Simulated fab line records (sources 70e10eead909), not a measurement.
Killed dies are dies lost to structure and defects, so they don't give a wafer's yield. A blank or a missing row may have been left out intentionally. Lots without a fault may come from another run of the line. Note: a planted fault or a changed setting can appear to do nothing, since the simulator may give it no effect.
Comparing a struck lot with a sound one / flow nand-harc / 14 out of 1302 route steps
Sound: the wafers L987.1, L987.2, L987.5. Wafers struck: L101.1, L101.2, L101.6. The cause is given at the end.
At each step with rows: each side's tool, then ch and its chambers, then its first start. Under that, the readings that differ: sound wafers / struck wafers / difference of the means / sigmas: that difference in standard deviations of wafers without a fault.
alike: readings whose means differ by less than 2 such deviations, and words and numbers that are the same on both sides. not compared: withheld readings, readings that some wafer has no value for, bounds like >300 that may hide the same value, and numbers for which the record gives no deviation and whose values overlap.
Wherever a step has rows on one side only, a row that says differs or no value, or a row with sigmas, the two part there. Numbers that don't overlap but have no deviation are shown without sigmas and don't part them. A reading missing from all wafers of one side parts the sides only when that side holds two or more wafers.

NHARC_A_ONON_D2_THK_MEAS_02: measures by ellipsometry.
  struck on film-metro-01, day 18 15:19; sound on film-metro-02, day 12 20:17
  alike: thk-nm
then, 1 step without rows for these wafers: NHARC_A_ONON_D2_DEP_03 (target thk 1000 nm).
NHARC_A_ONON_D2_THK_MEAS_05: measures by ellipsometry.
  struck on film-metro-02, day 18 15:53; sound on film-metro-01, day 12 20:50
  alike: thk-nm
then, 1 step without rows for these wafers: NHARC_A_ONON_D2_DEP_06 (target thk 1000 nm).
NHARC_A_ONON_D2_THK_MEAS_08: measures by ellipsometry.
  struck on film-metro-02, day 18 16:26; sound on film-metro-02, day 12 21:25
  alike: thk-nm
then, 1 step without rows for these wafers: NHARC_A_ONON_D2_DEP_09 (target thk 1000 nm).
NHARC_A_ONON_D2_THK_MEAS_11: measures by ellipsometry.
  struck on film-metro-01, day 18 17:01; sound on film-metro-01, day 12 21:59
  alike: thk-nm
then, 1 step without rows for these wafers: NHARC_A_ONON_D2_DEP_12 (target thk 1000 nm).
NHARC_A_ONON_D2_THK_MEAS_14: measures by ellipsometry.
  struck on film-metro-02, day 18 17:35; sound on film-metro-01, day 12 22:33
  alike: thk-nm
then, 2 steps without rows for these wafers: NHARC_A_ONON_D2_ANNEAL_15 (time 3600 s); NHARC_A_ONON_D2_DEP_16 (target thk 1000 nm).
NHARC_A_ONON_D2_THK_MEAS_18: measures by ellipsometry.
  struck on film-metro-02, day 19 00:57; sound on film-metro-02, day 13 05:51
  alike: thk-nm
NHARC_A_ONON_D2_DEP_19: target thk 1000 nm.
  sound on pecvd-onon-01 ch 0, day 13 05:54; struck on pecvd-onon-02 ch 0, day 19 01:01
  alike: n2o-flow-sccm
NHARC_A_ONON_D2_THK_MEAS_21: measures by ellipsometry.
  struck on film-metro-01, day 19 01:42; sound on film-metro-01, day 13 06:25
reading=thk-nm (nm); sound=993 995 995; struck=669 670 669; difference=-325; sigmas=-35
  not compared: hold

## WHERE THEY PART
At NHARC_A_ONON_D2_THK_MEAS_21 and nowhere else, as far as this record goes.

WHY: the cause the simulator had injected
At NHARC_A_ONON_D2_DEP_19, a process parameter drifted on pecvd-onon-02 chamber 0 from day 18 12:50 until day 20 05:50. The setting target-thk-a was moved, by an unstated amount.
